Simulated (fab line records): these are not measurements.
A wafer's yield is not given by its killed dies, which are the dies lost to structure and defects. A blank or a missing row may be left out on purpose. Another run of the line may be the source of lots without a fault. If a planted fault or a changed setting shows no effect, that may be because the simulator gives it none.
Chamber matching :: flow n5Finfet :: N5_MOL_CONTACT_COAG_ETCH_59 on rieDiel-03: 4 sister chambers
The step etches underlayer in N2/H2, target depth 13 nm, time 10.4 s. 4 wafers are shown with their chamber, then 9 later ones without.

== WAFERS PAIRED WITH THEIR CHAMBERS ==
wafer: L089.2
chamber: 2
drypumpMotorCurrentA (A): 5.9

wafer: L090.2
chamber: 3
drypumpMotorCurrentA (A): 6.0

wafer: L090.5
chamber: 1
drypumpMotorCurrentA (A): 5.4

wafer: L090.6
chamber: 0
drypumpMotorCurrentA (A): 6.1

== WAFERS WITH NO CHAMBER GIVEN ==
wafer: L093.2
drypumpMotorCurrentA (A): 6.1

wafer: L093.3
drypumpMotorCurrentA (A): 5.5

wafer: L093.4
drypumpMotorCurrentA (A): 6.0

wafer: L092.2
drypumpMotorCurrentA (A): 5.4

wafer: L092.3
drypumpMotorCurrentA (A): 5.9

wafer: L092.4
drypumpMotorCurrentA (A): 6.0

wafer: L094.3
drypumpMotorCurrentA (A): 6.0

wafer: L094.4
drypumpMotorCurrentA (A): 6.1

wafer: L094.6
drypumpMotorCurrentA (A): 6.0

== WHICH CHAMBER EACH ONE RAN IN ==
wafer: L093.2
from the rows above: 0
in truth: 0

wafer: L093.3
from the rows above: 1
in truth: 1

wafer: L093.4
from the rows above: 3
in truth: 3

wafer: L092.2
from the rows above: 1
in truth: 1

wafer: L092.3
from the rows above: 2
in truth: 2

wafer: L092.4
from the rows above: 3
in truth: 3

wafer: L094.3
from the rows above: 3
in truth: 3

wafer: L094.4
from the rows above: 0
in truth: 0

wafer: L094.6
from the rows above: 3
in truth: 3
9 of 9 placed correctly. Can't be placed from these rows: 0. 0 placed wrongly.
How it was worked out, from the rows above alone: a wafer's distance from a chamber is the root of the sum, over the readings, of the square of ((its reading less the chamber's mean) divided by the reading's scatter). If the next closest chamber is less than 2 further off than the closest, the wafer can't be placed; otherwise it belongs to the closest. The mean given for a chamber averages the wafers shown for that chamber. The scatter: with one shown wafer a chamber, the root of the mean of the squares of how far each hidden wafer lies from its nearest shown one.
